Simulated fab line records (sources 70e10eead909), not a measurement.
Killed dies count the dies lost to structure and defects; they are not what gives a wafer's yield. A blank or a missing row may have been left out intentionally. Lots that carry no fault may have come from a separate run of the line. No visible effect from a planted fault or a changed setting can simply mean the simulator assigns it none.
Check of tool commonality ; flow nand_harc ; 1 lot, 3 wafers sampled

## REASON FOR OPENING
At NHARC_END_SORT_01 the reading killed_at_periphery is flagged on 1 of 1 lot. Fault-free wafers read 3.9, with a standard deviation of 3.
Rule: a lot is flagged when every wafer of it that has a number lies more than 4 standard deviations from that mean, or none has a number. The other lots count as sound.

lot;measured;on;killed_at_periphery, wafer by wafer;flag
L170;day 28 10:04;prober-02;617 624 627;FLAGGED
The numbers of the flagged lots are 622.7 on average: +618.8 against the usual, or +99 or more standard deviations.

## WHICH TOOL EACH LOT WENT THROUGH
3 process steps preceding the reading are held in the record, out of 1302 steps in the route. Cell contents, in order: the tool; ch with the chambers the sampled wafers went through; the start.
lot;flag;NHARC_P_STI_CMP_21;NHARC_P_GATE_EXPOSE_43;NHARC_P_GATE_DESCUM_61
L170;FLAGGED;cmp-04 ch 0,1, day 7 11:06;krf_scanner-02 ch 0, day 9 12:04;rie_diel-09 ch 0,1,3, day 9 14:03
These steps, and what they do:
- NHARC_P_STI_CMP_21: polishes, t overpolish 20 s, target thk 380.67 nm.
- NHARC_P_GATE_EXPOSE_43: exposes mask P NSD, target cd 720 nm.
- NHARC_P_GATE_DESCUM_61: chemistry O2, time 3 s.
- NHARC_END_SORT_01

## FLAGGED OVER TOTAL, TOOL BY TOOL (the gauges that took the reading come last)
step;tool;lots run;flagged;share of the flagged lots;sound lots run after its first flagged lot
NHARC_P_STI_CMP_21;cmp-04;1;1;all;0
NHARC_P_GATE_EXPOSE_43;krf_scanner-02;1;1;all;0
NHARC_P_GATE_DESCUM_61;rie_diel-09;1;1;all;0
NHARC_END_SORT_01;prober-02;1;1;all;0

## WHAT THE TABLE ALLOWS
4 rows of the table ran every flagged lot: cmp-04 at NHARC_P_STI_CMP_21, krf_scanner-02 at NHARC_P_GATE_EXPOSE_43, rie_diel-09 at NHARC_P_GATE_DESCUM_61, prober-02 at NHARC_END_SORT_01.
- cmp-04 at NHARC_P_STI_CMP_21: 1 of its 1 lot flagged. In this sample it ran no sound lot ahead of its first flagged lot, so there is no way to narrow down the start.
- krf_scanner-02 at NHARC_P_GATE_EXPOSE_43: 1 of its 1 lot flagged. In this sample it ran no sound lot ahead of its first flagged lot, so there is no way to narrow down the start.
- rie_diel-09 at NHARC_P_GATE_DESCUM_61: 1 of its 1 lot flagged. In this sample it ran no sound lot ahead of its first flagged lot, so there is no way to narrow down the start.
- prober-02 at NHARC_END_SORT_01: 1 of its 1 lot flagged. In this sample it ran no sound lot ahead of its first flagged lot, so there is no way to narrow down the start.
Counting lots can't tell these 4 tools apart, because each fits a fault that began at some hour. More lots, or a look at what each step does to the wafer, might.

## WHAT THE SIMULATOR HAD INSERTED
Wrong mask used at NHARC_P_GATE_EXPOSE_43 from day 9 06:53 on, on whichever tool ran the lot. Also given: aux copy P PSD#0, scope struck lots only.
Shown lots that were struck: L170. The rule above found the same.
